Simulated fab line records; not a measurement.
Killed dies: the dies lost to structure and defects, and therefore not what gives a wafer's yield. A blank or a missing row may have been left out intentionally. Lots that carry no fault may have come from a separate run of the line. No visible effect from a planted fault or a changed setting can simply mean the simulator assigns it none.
Which of the tools did it? -- flow nandHarc -- at 1 step of a route of 1302, 7 lots with 21 wafers sampled

WHAT THE GAUGES READ, wafer by wafer
NHARC_P_ZERO_WELL_CD_MEAS_52: target cd 2000 nm.
lot,measured,on,cdNm (nm)
L945,day 2 12:07,cdSem-01,2001.5 2002.0 1999.3
L949,day 4 03:56,cdSem-02,1998.8 2000.5 2001.1
L951,day 4 23:45,cdSem-01,1997.7 1999.7 2001.4
L954,day 6 05:36,cdSem-01,2000.4 1999.9 2001.5
L962,day 9 15:40,cdSem-01,2001.6 1998.7 2000.5
L965,day 10 19:35,cdSem-01,1999.7 2000.1 1999.5
L967,day 11 15:56,cdSem-02,2001.7 2001.0 2000.8

WHAT TOOL EACH LOT RAN ON (gives the tool, then ch and the chambers of the sampled wafers, and finally the start)
Before these readings, the record contains no process step.

THE ANSWER, worked out from the rows above alone
Rule: usual is defined by the lots themselves. Put in order of their means at a reading, lots are off if they are a third of the lots or fewer, leave a main group of 4 or more, and stand apart from it by a gap of 3 or more times the standard deviation of the main group's means; of several such gaps the widest counts. The tables above print the reading to a certain number of digits; a main group whose means all agree to those digits is not used. A lot without any number at a reading at which 4 lots or more have one is off too. All remaining lots with rows at the step are treated as sound.
No lot is off at any reading shown: from this, nothing can be told.

WHAT THE SIMULATOR HAD INSERTED
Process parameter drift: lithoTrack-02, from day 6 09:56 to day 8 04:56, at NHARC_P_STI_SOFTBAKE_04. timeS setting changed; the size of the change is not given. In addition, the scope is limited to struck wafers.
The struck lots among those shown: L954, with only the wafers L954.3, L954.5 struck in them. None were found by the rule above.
